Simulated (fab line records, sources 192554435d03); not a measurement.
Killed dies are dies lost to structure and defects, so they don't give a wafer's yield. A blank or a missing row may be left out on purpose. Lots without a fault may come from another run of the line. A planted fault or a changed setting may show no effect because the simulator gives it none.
fab line records | flow n5_finfet | part 2 of 2: steps 4 to 6 of 6
record lots=21 wafers=63 last_day=17
route steps=1938 shown FIN_SAQP@136 FIN_CUT@172 STI_FIN_REVEAL@183
lots that met no fault: from a run of the same line without faults
start_h: hours from the record's first day to the start of the lot's first wafer shown | wait_h: hours since the lot's step before | " the same as in the row above | L1.1+2: a row that stands for several wafers | - no value, or no start given | * or withheld: withheld | < > ~ a bound
route shown NAME@n: a module of which the file shows steps, and the number in the route of the first | usual: mean/standard deviation of fault-free wafers | same: alike in all rows | chamber/n: place in a boat | sites: the reading at each site | _std_site: their standard deviation | _edge_site: outer sites' mean less inner sites' | radius_mm: how far each site lies from the wafer's centre | mask NAME#n: copy n | behind: the tool/chamber that last shaped the wafer | hold: why the lot was held/for how many hours/how that ended | device: the transistor (n, p or np) that didn't switch | end of line: the same wafers' tests at the end of the route | a step without rows: its recipe alone | killed: dies lost to structure and defects at the first sort, not the wafer's yield | map: a wafer's dies, x killed, . not, _ none there
set.NAME: the setting as run; set.NAME@STEP: as run at that earlier step | model.NAME: the simulator's own value behind a step, which no gauge read
steps of the route over a sample of lots; a table a step, a row a wafer
services: from which hour (start_h, from the record's first day; less than 0 if before it) a tool's chamber was out of use, for how many hours, and why
## steps
# step N5_FIN_CUT_CUT_ETCH_26
# recipe chemistry=CH3F/O2 target=SiNx target_depth_a=390 mask_material=SOC time_s=55.7 pressure_mtorr=30 source_w=395 bias_w=73 Ar_flow_sccm=150 CH3F_flow_sccm=30 O2_flow_sccm=20 ion_energy_ev=120
# usual drypump_motor_current_A=5.8/0.37 oes_product_au=0.81/0.078 rf_vpp_V=294/6.8 showerhead_plenum_p_Torr=1.99/0.081 throttle_valve_pct=16.27/0.23
# columns lot.wafer tool chamber start_h wait_h drypump_motor_current_A oes_product_au rf_hours_counter_h rf_vpp_V showerhead_plenum_p_Torr throttle_valve_pct
L074.2 rie_diel-06 3 29.05 0.0 6.5 0.73 227 290 1.97 16.15
L074.5 " 1 " " 5.8 0.74 - 297 1.92 16.59
L074.6 " 2 " " 5.6 0.79 - 296 2.11 16.15
L075.2 rie_diel-02 2 33.65 0.0 5.7 0.92 20 300 2.12 16.30
L075.5 " 1 " " 6.0 0.75 - 291 1.90 16.23
L075.6 " 0 " " 5.2 0.79 - 283 1.99 16.21
L076.1 rie_diel-02 3 40.31 0.0 6.2 0.90 34 300 1.97 16.10
L076.4 " 1 " " 6.0 0.75 153 290 1.90 16.22
L076.6 " 2 " " 5.6 0.90 - 301 2.12 16.28
L077.1 rie_diel-02 2 45.46 0.0 5.7 0.90 22 301 2.12 16.31
L077.4 " 3 " " 6.2 0.91 35 299 1.97 16.11
L077.5 " 3 " " 6.2 0.91 - 302 1.96 16.12
L078.1 rie_diel-02 2 51.75 0.0 5.7 0.91 24 299 2.12 16.29
L078.2 " 0 " " 5.2 0.79 113 284 1.99 16.22
L078.3 " 1 " " 6.0 0.75 157 291 1.90 16.26
L079.2 rie_diel-06 3 57.52 0.0 6.5 0.71 236 291 1.97 16.16
L079.4 " 1 " " 5.7 0.74 177 296 1.91 16.59
L079.6 " 1 " " 5.8 0.74 - 295 1.91 16.61
L080.2 rie_diel-06 2 62.41 0.0 5.6 0.78 116 296 2.11 16.16
L080.4 " 0 " " 6.3 0.96 9 290 2.03 16.18
L080.5 " 3 " " 6.5 0.71 - 291 1.97 16.17
L082.1 rie_diel-02 0 74.79 0.0 5.3 0.79 120 283 1.99 16.22
L082.4 " 1 " " 6.0 0.74 165 289 1.90 16.27
L082.5 " 2 " " 5.7 0.89 - 301 2.12 16.32
L083.1 rie_diel-02 3 83.25 0.0 6.2 0.88 47 300 1.96 16.15
L083.4 " 1 " " 6.0 0.74 168 289 1.89 16.25
L083.5 " 3 " " 6.2 0.89 - 299 1.96 16.15
L084.1 rie_diel-02 1 87.57 0.0 6.0 0.73 170 289 1.89 16.28
L084.2 " 0 " " 5.3 0.77 125 283 1.99 16.24
L084.5 " 0 " " 5.3 0.77 - 284 1.99 16.23
L085.3 rie_diel-06 3 100.02 0.0 6.4 0.70 249 291 1.97 16.19
L085.4 " 1 " " 5.7 0.74 190 296 1.91 16.63
L085.5 " 3 " " 6.4 0.70 - 290 1.97 16.19
L086.3 rie_diel-05 2 102.25 0.0 6.0 0.78 112 292 1.85 16.02
L086.4 " 3 " " 5.9 0.78 127 313 2.11 16.70
L086.6 " 2 " " 6.0 0.78 - 292 1.85 16.04
L087.1 rie_diel-02 2 106.94 0.0 5.7 0.88 43 300 2.12 16.34
L087.4 " 0 " " 5.2 0.76 132 283 1.99 16.25
L087.6 " 2 " " 5.7 0.88 - 301 2.12 16.32
L088.1 rie_diel-02 2 111.92 0.0 5.7 0.88 44 301 2.12 16.32
L088.4 " 3 " " 6.2 0.87 55 300 1.96 16.16
L088.5 " 0 " " 5.2 0.76 - 283 1.99 16.25
L090.2 rie_diel-05 1 123.54 0.0 5.5 0.74 189 291 1.91 16.85
L090.3 " 0 " " 5.5 0.92 41 298 1.96 15.95
L090.6 " 2 " " 6.0 0.78 - 291 1.85 16.05
L091.1 rie_diel-02 0 131.94 0.0 5.2 0.76 138 283 1.98 16.24
L091.3 " 2 " " 5.7 0.86 49 302 2.11 16.33
L091.6 " 1 " " 6.0 0.72 - 291 1.89 16.28
L093.2 rie_diel-06 1 144.55 0.0 5.8 0.72 206 295 1.90 16.66
L093.3 " 3 " " 6.5 0.99 1 290 1.96 15.76
L093.5 " 2 " " 5.6 0.76 - 295 2.10 16.20
L094.1 rie_diel-05 3 148.96 0.0 5.9 0.77 142 313 2.10 16.72
L094.4 " 1 " " 5.5 0.73 196 292 1.91 16.87
L094.5 " 0 " " 5.5 0.91 - 297 1.96 15.97
L095.1 rie_diel-06 2 153.42 0.0 5.6 0.76 143 295 2.10 16.21
L095.3 " 1 " " 5.8 0.71 208 296 1.90 16.65
L095.6 " 3 " " 6.5 0.97 - 291 1.96 15.75
L096.2 rie_diel-05 3 159.37 0.0 5.9 0.76 144 313 2.10 16.74
L096.3 " 2 " " 6.0 0.76 129 290 1.85 16.07
L096.5 " 0 " " 5.5 0.91 - 297 1.96 15.98
L097.1 rie_diel-02 0 165.90 0.0 5.2 0.76 149 283 1.98 16.30
L097.2 " 1 " " 6.0 0.71 193 291 1.89 16.30
L097.3 " 3 " " 6.2 0.85 70 299 1.95 16.18
# step N5_FIN_CUT_STRIP_22
# recipe chemistry=N2/H2 power_w=500 temp_c=40 pressure_mtorr=50 rf_frequency_hz=6e+07 overash_fraction=0.3 bias_power_w=8 h2_frac=0.5 n2_flow_sccm=300 h2_flow_sccm=300
# usual bias_power_w=7.999/0.024 drypump_motor_current_A=5.9/0.35 oes_product_au=0.81/0.078 rf_vpp_V=54.0/2.2 showerhead_plenum_p_Torr=3.34/0.14 throttle_valve_pct=18.9/0.34
# same overash_fraction=0.3
# columns lot.wafer tool chamber start_h wait_h bias_power_w drypump_motor_current_A oes_product_au rf_hours_counter_h rf_vpp_V showerhead_plenum_p_Torr throttle_valve_pct
L074.2 rie_diel-02 2 29.59 0.0 8.004 5.7 0.92 19 55.8 3.59 19.0
L074.5 " 0 " " 7.993 5.2 0.79 - 57.8 3.36 18.3
L074.6 " 1 " " 7.996 6.0 0.72 - 53.0 3.18 18.8
L075.2 rie_diel-06 3 33.97 0.0 7.962 6.4 0.70 228 59.5 3.33 18.9
L075.5 " 1 " " 8.006 5.8 0.75 - 51.9 3.21 19.0
L075.6 " 3 " " 7.980 6.4 0.69 - 55.7 3.33 18.8
L076.1 rie_diel-05 3 40.62 0.0 8.001 6.0 0.83 108 57.6 3.52 19.2
L076.4 " 3 " " 8.026 6.0 0.82 - 54.0 3.52 19.2
L076.6 " 3 " " 7.972 6.0 0.83 - 51.0 3.52 19.2
L077.1 rie_diel-02 2 45.78 0.0 7.986 5.7 0.91 22 54.7 3.59 19.0
L077.4 " 0 " " 8.000 5.2 0.81 110 51.7 3.35 18.4
L077.5 " 2 " " 8.002 5.7 0.93 - 55.4 3.59 19.0
L078.1 rie_diel-06 3 52.18 0.2 8.027 6.4 0.69 234 54.0 3.32 18.9
L078.2 " 1 " " 8.003 5.7 0.75 175 51.0 3.21 19.0
L078.3 " 2 " " 8.011 5.6 0.81 113 52.0 3.54 19.4
L079.2 rie_diel-02 0 57.86 0.1 7.976 5.2 0.78 115 54.6 3.35 18.4
L079.4 " 2 " " 7.994 5.7 0.89 27 50.3 3.58 19.0
L079.6 " 2 " " 8.011 5.7 0.91 - 53.3 3.58 19.0
L080.2 rie_diel-06 1 62.76 0.1 7.999 5.8 0.75 179 53.8 3.21 19.0
L080.4 " 3 " " 8.008 6.4 0.69 237 54.6 3.32 18.9
L080.5 " 2 " " 8.006 5.6 0.79 - 55.6 3.54 19.4
L082.1 rie_diel-02 3 75.10 0.0 8.017 6.2 0.90 44 52.2 3.26 18.7
L082.4 " 0 " " 8.026 5.2 0.78 120 56.2 3.35 18.4
L082.5 " 2 " " 7.996 5.7 0.90 - 52.6 3.58 19.0
L083.1 rie_diel-05 2 83.61 0.1 8.010 6.0 0.78 107 51.4 3.13 18.8
L083.4 " 3 " " 7.988 6.0 0.83 123 53.1 3.51 19.2
L083.5 " 3 " " 7.951 6.0 0.81 - 53.1 3.51 19.3
L084.1 rie_diel-02 1 87.88 0.0 8.032 6.0 0.71 170 55.9 3.17 18.8
L084.2 " 3 " " 8.028 6.2 0.86 49 51.0 3.25 18.7
L084.5 " 0 " " 8.002 5.2 0.79 - 55.2 3.35 18.3
L085.3 rie_diel-06 1 100.40 0.1 7.984 5.7 0.74 190 52.9 3.20 19.0
L085.4 " 0 " " 7.970 6.3 0.92 21 51.2 3.42 18.7
L085.5 " 2 " " 8.025 5.6 0.77 - 54.7 3.53 19.4
L086.3 rie_diel-02 2 102.69 0.2 8.023 5.7 0.89 41 54.9 3.58 19.0
L086.4 " 0 " " 8.007 5.3 0.77 130 55.8 3.34 18.4
L086.6 " 3 " " 7.977 6.2 0.88 - 58.7 3.25 18.7
L087.1 rie_diel-06 0 107.26 0.0 7.998 6.3 0.89 24 53.5 3.42 18.8
L087.4 " 3 " " 7.943 6.4 0.67 - 48.7 3.31 18.9
L087.6 " 1 " " 8.017 5.8 0.74 - 53.4 3.20 19.0
L088.1 rie_diel-06 2 112.24 0.0 8.039 5.6 0.78 129 55.7 3.53 19.4
L088.4 " 1 " " 7.982 5.8 0.74 195 52.9 3.20 19.0
L088.5 " 2 " " 8.008 5.6 0.78 - 50.4 3.53 19.4
L090.2 rie_diel-05 3 123.87 0.0 8.003 6.0 0.78 134 52.2 3.51 19.3
L090.3 " 2 " " 8.028 6.0 0.75 118 53.8 3.12 18.8
L090.6 " 1 " " 8.027 5.5 0.71 - 51.4 3.20 19.4
L091.1 rie_diel-06 1 132.38 0.2 8.000 5.8 0.73 202 57.8 3.19 19.0
L091.3 " 0 " " 7.967 6.3 0.89 33 53.1 3.41 18.8
L091.6 " 1 " " 8.021 5.7 0.71 - 53.3 3.20 19.1
L093.2 rie_diel-06 1 144.87 0.0 8.014 5.8 0.73 206 54.9 3.19 19.1
L093.3 " 3 " " 8.018 6.4 0.97 1 52.6 3.31 18.6
L093.5 " 0 " " 8.018 6.3 0.91 - 53.5 3.41 18.8
L094.1 rie_diel-05 0 149.28 0.0 7.978 5.5 0.88 49 50.4 3.27 18.3
L094.4 " 1 " " 8.007 5.5 0.73 196 53.3 3.20 19.5
L094.5 " 3 " " 8.003 5.9 0.78 - 55.3 3.50 19.3
L095.1 rie_diel-05 2 153.73 0.0 7.978 6.0 0.76 128 56.1 3.12 18.8
L095.3 " 1 " " 8.011 5.4 0.74 197 53.8 3.20 19.4
L095.6 " 3 " " 8.018 5.9 0.79 - 53.0 3.50 19.3
L096.2 rie_diel-06 3 159.68 0.0 7.968 6.4 0.94 6 53.4 3.31 18.5
L096.3 " 1 " " 8.022 5.7 0.71 210 54.6 3.19 19.0
L096.5 " 3 " " 7.966 6.5 0.96 - 56.8 3.31 18.6
L097.1 rie_diel-05 0 166.25 0.1 8.001 5.5 0.88 54 52.7 3.27 18.4
L097.2 " 3 " " 8.027 5.9 0.78 146 53.7 3.50 19.3
L097.3 " 2 " " 7.982 6.0 0.77 132 52.1 3.12 18.9
# step N5_STI_FIN_REVEAL_ALD_00
# recipe material=SiO2 target_thk_a=10 temp_c=300 ald_precursor_family=BDEAS ald_co_reactant=O2-plasma pulse_time_s=1 pressure_torr=2
# usual heater_power_w=466/40 precursor_pulse_height_rel=0.997/0.02
# columns lot.wafer tool chamber start_h wait_h heater_power_w precursor_pulse_height_rel
L074.2 ald_sin-01 3 29.79 0.0 402 1.012
L074.5 " 0 " " 459 1.020
L074.6 " 1 " " 411 0.967
L075.2 ald_sin-01 3 34.17 0.0 390 1.009
L075.5 " 0 " " 459 1.014
L075.6 " 1 " " 404 0.980
L076.1 ald_sin-04 1 40.84 0.0 446 0.996
L076.4 " 2 " " 484 0.992
L076.6 " 3 " " 530 0.991
L077.1 ald_sin-04 3 46.06 0.1 524 1.017
L077.4 " 1 " " 445 1.021
L077.5 " 2 " " 495 1.024
L078.1 ald_sin-01 1 52.47 0.1 397 1.011
L078.2 " 2 " " 476 0.989
L078.3 " 3 " " 389 1.017
L079.2 ald_sin-02 0 58.06 0.0 454 0.976
L079.4 " 3 " " 416 1.009
L079.6 " 2 " " 507 1.009
L080.2 ald_sin-02 0 62.97 0.1 458 1.002
L080.4 " 2 " " 507 0.960
L080.5 " 3 " " 416 0.971
L082.1 ald_sin-02 1 75.79 0.5 492 0.987
L082.4 " 0 " " 456 1.011
L082.5 " 2 " " 503 1.026
L083.1 ald_sin-04 3 84.02 0.2 533 0.980
L083.4 " 1 " " 447 0.999
L083.5 " 1 " " 451 0.958
L084.1 ald_sin-01 3 88.08 0.0 387 0.991
L084.2 " 2 " " 480 0.987
L084.5 " 2 " " 474 1.036
L085.3 ald_sin-02 1 102.14 1.6 490 0.999
L085.4 " 0 " " 459 0.981
L085.5 " 0 " " 455 0.986
L086.3 ald_sin-02 3 103.94 1.1 424 1.029
L086.4 " 0 " " 457 1.006
L086.6 " 0 " " 456 0.986
L087.1 ald_sin-02 1 107.68 0.3 494 0.990
L087.4 " 2 " " 493 0.978
L087.6 " 2 " " 501 0.961
L088.1 ald_sin-02 0 113.16 0.8 462 0.981
L088.4 " 3 " " 436 0.991
L088.5 " 2 " " 499 1.021
L090.2 ald_sin-04 0 124.28 0.3 447 1.021
L090.3 " 1 " " 450 1.003
L090.6 " 2 " " 498 1.002
L091.1 ald_sin-04 3 132.58 0.0 527 0.983
L091.3 " 0 " " 438 0.982
L091.6 " 0 " " 440 0.984
L093.2 ald_sin-04 1 145.41 0.4 440 0.996
L093.3 " 2 " " 486 0.957
L093.5 " 0 " " 456 0.980
L094.1 ald_sin-04 3 149.48 0.0 524 1.012
L094.4 " 2 " " 482 0.948
L094.5 " 3 " " 525 0.990
L095.1 ald_sin-02 0 153.93 0.0 454 0.974
L095.3 " 1 " " 499 0.988
L095.6 " 0 " " 465 1.027
L096.2 ald_sin-04 1 160.29 0.4 449 0.994
L096.3 " 2 " " 500 0.989
L096.5 " 3 " " 528 1.032
L097.1 ald_sin-02 1 166.45 0.0 502 0.982
L097.2 " 0 " " 465 1.001
L097.3 " 3 " " 431 0.996
## services
# columns tool chamber start_h hours kind
rie_si-04 0 6.24 3.3 repair
ald_sin-04 - 12.89 2.8 pm
rie_si-05 - 17.88 1.2 repair
ald_sin-04 1 21.00 12.7 repair
rie_diel-06 2 24.18 3.1 repair
rie_si-04 - 28.34 2.8 pm
rie_diel-05 0 37.71 7.3 repair
ald_sin-04 0 37.74 10.8 repair
rie_diel-05 1 39.67 8.3 repair
rie_si-05 0 41.29 18.5 repair
ald_sin-02 1 54.86 2.9 repair
ald_sin-04 2 62.30 2.0 repair
rie_diel-04 1 65.99 7.4 repair
ald_sin-02 - 68.05 1.0 repair
ald_sin-02 - 69.68 6.1 pm
rie_si-05 1 71.26 4.5 repair
rie_si-05 0 72.61 2.7 repair
rie_diel-06 2 78.18 2.0 repair
rie_diel-01 3 88.38 7.8 repair
rie_diel-02 3 92.77 4.0 repair
rie_diel-06 3 114.49 7.7 repair
rie_si-04 0 127.15 36.9 repair
rie_diel-05 1 130.42 3.7 repair
rie_diel-01 0 134.94 7.9 repair
